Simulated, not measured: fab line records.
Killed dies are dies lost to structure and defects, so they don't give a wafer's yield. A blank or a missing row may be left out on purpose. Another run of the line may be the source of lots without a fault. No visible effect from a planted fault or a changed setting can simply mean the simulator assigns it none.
Which tool was responsible?	flow nandHarc	14 lots with 42 wafers sampled at 3 steps, on a route of 1302 steps

== WHAT THE GAUGES SHOWED, per wafer ==
NHARC_A_M1_CD_MEAS_09: the cd target is 120 nm. Usual: cdNm at 120.0 nm, with a standard deviation of 0.51.
lot	measured	on	cdNm (nm)	flag
L858	day 23 01:01	cdSem-03	119.7 120.1 119.8	
L859	day 23 10:47	cdSem-02	119.6 120.2 120.0	
L861	day 23 18:18	cdSem-01	119.8 119.4 120.0	
L860	day 24 03:19	cdSem-03	119.8 120.1 119.6	
L863	day 25 04:51	cdSem-03	120.5 120.1 120.3	
L862	day 25 12:53	cdSem-03	119.8 120.4 120.2	
L872	day 28 23:15	cdSem-03	107.1 106.7 107.3	OFF
L873	day 29 01:34	cdSem-01	107.6 107.4 108.0	OFF
L871	day 29 05:44	cdSem-02	120.0 119.8 120.9	
L874	day 29 07:27	cdSem-02	119.7 120.0 120.4	
L877	day 30 17:02	cdSem-03	119.7 120.0 119.4	
L876	day 30 19:08	cdSem-02	120.5 120.5 120.7	
L880	day 32 06:12	cdSem-01	119.7 119.8 119.4	
L881	day 33 01:25	cdSem-02	119.6 120.2 119.5	

== EACH LOT AND THE TOOL THAT RAN IT (in order: tool; ch and the chambers of the sampled wafers; start) ==
lot	NHARC_A_M0_DEGAS_28	NHARC_A_M1_PEB_07
L858	pvdSputter-03, day 22 22:00	lithoTrack-04 ch 0, day 23 00:56
L859	pvdSputter-01, day 23 07:40	lithoTrack-04 ch 0, day 23 10:43
L861	pvdSputter-02, day 23 15:22	lithoTrack-06 ch 0, day 23 18:13
L860	pvdSputter-02, day 24 00:22	lithoTrack-06 ch 0, day 24 03:14
L863	pvdSputter-02, day 25 01:59	lithoTrack-06 ch 0, day 25 04:47
L862	pvdSputter-03, day 25 10:05	lithoTrack-04 ch 0, day 25 12:48
L872	pvdSputter-01, day 28 20:19	lithoTrack-01 ch 0, day 28 23:10
L873	pvdSputter-01, day 28 22:39	lithoTrack-01 ch 0, day 29 01:29
L871	pvdSputter-01, day 29 02:45	lithoTrack-06 ch 0, day 29 05:40
L874	pvdSputter-01, day 29 03:55	lithoTrack-06 ch 0, day 29 07:22
L877	pvdSputter-02, day 30 14:04	lithoTrack-06 ch 0, day 30 16:57
L876	pvdSputter-01, day 30 16:19	lithoTrack-04 ch 0, day 30 19:04
L880	pvdSputter-03, day 32 02:53	lithoTrack-04 ch 0, day 32 06:07
L881	pvdSputter-03, day 32 22:23	lithoTrack-06 ch 0, day 33 01:20
- NHARC_A_M0_DEGAS_28: time 60 s.
- NHARC_A_M1_PEB_07: peb time 65 s.

== WHAT THE TOOLS THEMSELVES READ (means of the sampled wafers that have a number; where no wafer has one, the mark that the record gives instead) ==
NHARC_A_M0_DEGAS_28. Usual: heaterPowerW at 367 W, with a standard deviation of 28.
lot	tool	heaterPowerW (W)	flag
L858	pvdSputter-03	358	
L859	pvdSputter-01	357	
L861	pvdSputter-02	351	
L860	pvdSputter-02	366	
L863	pvdSputter-02	362	
L862	pvdSputter-03	383	
L872	pvdSputter-01	377	
L873	pvdSputter-01	357	
L871	pvdSputter-01	344	
L874	pvdSputter-01	386	
L877	pvdSputter-02	379	
L876	pvdSputter-01	355	
L880	pvdSputter-03	359	
L881	pvdSputter-03	359	

NHARC_A_M1_PEB_07. Usual: heaterPowerTotalW 156.6 W, standard deviation 0.43; plateTempC 100.00 C, standard deviation 0.13.
lot	tool	heaterPowerTotalW (W)	plateTempC (C)	flag
L858	lithoTrack-04	156.5	100.05	
L859	lithoTrack-04	156.2	100.07	
L861	lithoTrack-06	156.4	100.10	
L860	lithoTrack-06	156.5	99.90	
L863	lithoTrack-06	156.6	100.10	
L862	lithoTrack-04	157.0	100.07	
L872	lithoTrack-01	149.1	96.66	OFF
L873	lithoTrack-01	149.6	96.77	OFF
L871	lithoTrack-06	157.1	99.95	
L874	lithoTrack-06	156.4	100.04	
L877	lithoTrack-06	156.9	100.11	
L876	lithoTrack-04	156.5	99.99	
L880	lithoTrack-04	156.7	100.10	
L881	lithoTrack-06	156.0	99.95	

== THE ANSWER, worked out from the rows above alone ==
Rule: a lot is off if the mean of its wafers that have a number lies more than 3 standard deviations from the usual mean. Also off: a lot with no number at a reading for which 4 or more lots have one. Any other lot the step has rows for is counted as sound. First the gauges in route order, then the tools' own readings, where a lot's mean is used as printed above. The first step at which some lot is off is used, and at that step the reading that is off furthest; a lot without a number counts as furthest.
Off, at NHARC_A_M1_CD_MEAS_09 on cdNm: L872, L873.
A tool fits if, at a process step before that reading, it ran every lot that is off, and no sound lot after the first of them. The gauges at NHARC_A_M1_CD_MEAS_09 aren't tried: what is off there is off at NHARC_A_M1_PEB_07 too, on other tools, and a gauge's error can't cause that. One candidate fits, namely lithoTrack-01 at NHARC_A_M1_PEB_07. It ran no sound lot before its first lot that is off in this sample, so the start can't be narrowed down.
The tool's own readings at NHARC_A_M1_PEB_07 bear it out: on the lots that are off they differ by more than 5 times the standard deviation of the sound lots' means. heaterPowerTotalW reads 149.3 W there against 156.6 W on the sound lots; plateTempC reads 96.72 C there against 100.04 C on the sound lots.

== WHAT THE SIMULATOR PUT IN ==
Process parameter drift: lithoTrack-01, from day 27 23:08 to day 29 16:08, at NHARC_A_M1_PEB_07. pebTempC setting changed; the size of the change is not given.
Lots struck among those shown: L872, L873. This agrees with what the rule above found.
